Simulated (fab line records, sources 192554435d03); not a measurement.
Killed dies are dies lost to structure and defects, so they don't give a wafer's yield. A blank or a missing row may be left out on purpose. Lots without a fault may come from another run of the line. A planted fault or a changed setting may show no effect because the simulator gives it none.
Problem report in the 8D (eight disciplines) form, filled by code | flow n5_finfet | the parts of the form that need people (team, actions taken, sign-off) are left out

1. THE PROBLEM
run_length_s at N5_BEOL_M5_CVD_47 reads a mean of 386.1 s on 2 wafers of 2 lots; wafers without a fault read 239.3 s with a standard deviation of 0.41. That is +99 or more standard deviations from the usual mean.
The step: deposits Co from CCTBA/H2, target thk 3 nm, time 216 s.
First seen on wafer L937.1, day 9 02:31, on cvd_co-02. The record holds 32 wafers of 11 lots with a number at this step. Rule for "out", or "out of limits": more than 4 standard deviations from the usual mean. The other wafers with a number count as sound.

2. WHAT IT IS AND WHAT IT IS NOT
question                    | is               | is not
which readings at this step | run_length_s     | -
which lots                  | L937, L938       | L933, L947, L948, L951, L952, L953, L954, L955, L956
which wafers of those lots  | L937.1, L938.4   | L937.2, L937.5, L938.2
read on which tools         | cvd_co-02        | cvd_co-01
when                        | from day 9 02:31 | up to then (5 sound wafers); but 25 sound wafers of L938, L947, L948, L951, L952, L953, L954, L955, L956 came after

3. SUSPECTS, AND WHAT RULES EACH OUT
Counting: a tool at a process step up to the reading stays a suspect if it ran every lot that is out. Sound lots after the first of them don't rule it out here, since some wafers of a struck lot are sound.
- cvd_co-02 at N5_BEOL_M5_CVD_47 (deposits Co from CCTBA/H2, target thk 3 nm, time 216 s): kept. It ran every lot that is out, first L937 (day 9 02:31); its last sound lot up to then is L933 (day 8 03:06). Its own readings are out on those wafers: run_length_s.
Left after counting: cvd_co-02 at N5_BEOL_M5_CVD_47.

4. THE CAUSE (what the simulator had put in)
Process parameter drift: cvd_co-02, from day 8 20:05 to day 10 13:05, at N5_BEOL_M5_CVD_47. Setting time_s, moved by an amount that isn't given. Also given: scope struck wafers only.
Counting left only this tool.

5. THE CHAIN OF EFFECTS, in route order
Each row: a reading whose mean over the struck wafers that have a number lies more than 3 standard deviations from the usual. Only readings for which the record gives a usual standard deviation are gone through. hours: the time from each lot's start at the first step in this table that gives one to its start at this step, as a median over the lots. sigmas: the change in usual standard deviations.
hours | step              | reading      | usual   | on struck wafers | change | sigmas
0     | N5_BEOL_M5_CVD_47 | run_length_s | 239.3 s | 386.1            | +146.8 | +99 or more
The process steps in it:
- N5_BEOL_M5_CVD_47: deposits Co from CCTBA/H2, target thk 3 nm, time 216 s.

6. WHAT WOULD HAVE CAUGHT IT SOONER
In this record the first reading out of limits was taken at day 9 02:31, 6 hours after the fault began at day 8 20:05.
